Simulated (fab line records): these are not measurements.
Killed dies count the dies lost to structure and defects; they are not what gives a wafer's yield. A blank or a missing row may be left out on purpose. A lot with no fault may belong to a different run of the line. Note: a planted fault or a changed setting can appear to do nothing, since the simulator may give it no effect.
Matching of chambers || flow nandHarc || NHARC_A_SGD_CUT_DESCUM_14 on rieDiel-04: 4 sister chambers
The step chemistry O2, time 3 s. 8 wafers are shown with their chamber, then 10 later ones without.

== WAFERS WITH THEIR CHAMBER ==
{"wafer": "L082.6", "chamber": 3, "drypumpMotorCurrentA (A)": 5.4, "oesProductAu (a.u.)": 0.992}
{"wafer": "L081.2", "chamber": 0, "drypumpMotorCurrentA (A)": 5.1, "oesProductAu (a.u.)": 1.015}
{"wafer": "L081.4", "chamber": 1, "drypumpMotorCurrentA (A)": 6.4, "oesProductAu (a.u.)": 0.998}
{"wafer": "L084.3", "chamber": 3, "drypumpMotorCurrentA (A)": 5.4, "oesProductAu (a.u.)": 0.972}
{"wafer": "L084.4", "chamber": 0, "drypumpMotorCurrentA (A)": 5.2, "oesProductAu (a.u.)": 0.999}
{"wafer": "L084.5", "chamber": 2, "drypumpMotorCurrentA (A)": 5.7, "oesProductAu (a.u.)": 1.002}
{"wafer": "L088.1", "chamber": 1, "drypumpMotorCurrentA (A)": 6.4, "oesProductAu (a.u.)": 0.979}
{"wafer": "L088.2", "chamber": 2, "drypumpMotorCurrentA (A)": 5.7, "oesProductAu (a.u.)": 0.982}

== WAFERS WITH NO CHAMBER GIVEN ==
{"wafer": "L088.4", "drypumpMotorCurrentA (A)": 5.2, "oesProductAu (a.u.)": 0.986}
{"wafer": "L093.1", "drypumpMotorCurrentA (A)": 5.1, "oesProductAu (a.u.)": 0.990}
{"wafer": "L093.2", "drypumpMotorCurrentA (A)": 6.4, "oesProductAu (a.u.)": 0.987}
{"wafer": "L093.3", "drypumpMotorCurrentA (A)": 5.4, "oesProductAu (a.u.)": 0.992}
{"wafer": "L091.2", "drypumpMotorCurrentA (A)": 5.8, "oesProductAu (a.u.)": 1.000}
{"wafer": "L091.4", "drypumpMotorCurrentA (A)": 5.1, "oesProductAu (a.u.)": 0.986}
{"wafer": "L091.5", "drypumpMotorCurrentA (A)": 6.4, "oesProductAu (a.u.)": 0.994}
{"wafer": "L096.1", "drypumpMotorCurrentA (A)": 6.4, "oesProductAu (a.u.)": 0.999}
{"wafer": "L096.4", "drypumpMotorCurrentA (A)": 5.4, "oesProductAu (a.u.)": 0.980}
{"wafer": "L096.6", "drypumpMotorCurrentA (A)": 5.1, "oesProductAu (a.u.)": 0.991}

== CHAMBER TAKEN BY EACH ==
{"wafer": "L088.4", "from the rows above": 0, "in truth": 0}
{"wafer": "L093.1", "from the rows above": 0, "in truth": 0}
{"wafer": "L093.2", "from the rows above": 1, "in truth": 1}
{"wafer": "L093.3", "from the rows above": 3, "in truth": 3}
{"wafer": "L091.2", "from the rows above": 2, "in truth": 2}
{"wafer": "L091.4", "from the rows above": 0, "in truth": 0}
{"wafer": "L091.5", "from the rows above": 1, "in truth": 1}
{"wafer": "L096.1", "from the rows above": 1, "in truth": 1}
{"wafer": "L096.4", "from the rows above": 3, "in truth": 3}
{"wafer": "L096.6", "from the rows above": 0, "in truth": 0}
Correct placement for 10 of the 10. Not placeable from these rows: 0. Number placed wrongly: 0.
How it was worked out, from the rows above alone: a wafer's distance from a chamber is the root of the sum, over the readings, of the square of ((its reading less the chamber's mean) divided by the reading's scatter). If the next closest chamber is less than 2 further off than the closest, the wafer can't be placed; otherwise it belongs to the closest. The mean given for a chamber averages the wafers shown for that chamber. How the scatter is found: for the shown wafers, subtract from each reading the mean of its chamber, square and add these, divide the total by (wafers less chambers), then take the root.
